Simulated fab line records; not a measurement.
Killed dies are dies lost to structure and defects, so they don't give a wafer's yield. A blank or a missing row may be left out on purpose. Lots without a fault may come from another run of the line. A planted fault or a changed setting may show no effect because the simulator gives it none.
Which tool was responsible? :: flow n5_finfet :: 11 lots (33 wafers sampled), 1 step of a 1938-step route

WHAT THE GAUGES SHOWED, per wafer
N5_BEOL_M15_CD_MEAS_17: the cd target is 360 nm.
lot: L893
measured: day 11 10:00
on: cd_sem-02
cd_nm (nm): 363.5 357.7 362.6

lot: L894
measured: day 11 13:58
on: cd_sem-02
cd_nm (nm): 358.3 360.9 356.2

lot: L895
measured: day 12 10:23
on: cd_sem-03
cd_nm (nm): 363.9 358.1 357.6

lot: L896
measured: day 12 10:25
on: cd_sem-03
cd_nm (nm): 362.5 362.8 360.6

lot: L899
measured: day 12 18:25
on: cd_sem-01
cd_nm (nm): 355.3 359.0 357.5

lot: L902
measured: day 13 09:14
on: cd_sem-03
cd_nm (nm): 355.2 358.4 358.7

lot: L911
measured: day 16 02:26
on: cd_sem-03
cd_nm (nm): 360.0 359.2 357.8

lot: L912
measured: day 16 17:59
on: cd_sem-03
cd_nm (nm): 361.5 362.0 362.0

lot: L914
measured: day 16 19:04
on: cd_sem-03
cd_nm (nm): 360.7 360.9 362.0

lot: L915
measured: day 17 11:17
on: cd_sem-01
cd_nm (nm): 361.1 363.2 364.1

lot: L913
measured: day 17 19:52
on: cd_sem-01
cd_nm (nm): 360.2 360.0 360.3

WHAT TOOL EACH LOT RAN ON (gives the tool, then ch and the chambers of the sampled wafers, and finally the start)
The record holds no process step before these readings.

AS READ BY THE TOOLS THEMSELVES (means over the sampled wafers that have a number; for cases with no such wafer, the mark the record gives instead)
The record holds no such reading with a usual standard deviation.

THE ANSWER, worked out from the rows above alone
Rule: usual is defined by the lots themselves. The widest of any qualifying gaps counts: lots, ordered by their means at a reading, are off when they make up no more than a third of the lots, leave a main group of 4 or more, and stand apart from it by 3 or more times the standard deviation of that group's means. A main group whose means are all the same, to the digits that the tables above print for the reading, isn't used. A lot without any number at a reading at which 4 lots or more have one is off too. All remaining lots with rows at the step are treated as sound. The gauges are gone through in route order, then the tools' own readings, and for those a lot's mean is taken as printed above. The first step at which some lot is off is used, and at that step the reading that is off furthest; a lot without a number counts as furthest.
None of the lots is off at any reading shown; this tells nothing.

WHAT WAS PUT IN BY THE SIMULATOR
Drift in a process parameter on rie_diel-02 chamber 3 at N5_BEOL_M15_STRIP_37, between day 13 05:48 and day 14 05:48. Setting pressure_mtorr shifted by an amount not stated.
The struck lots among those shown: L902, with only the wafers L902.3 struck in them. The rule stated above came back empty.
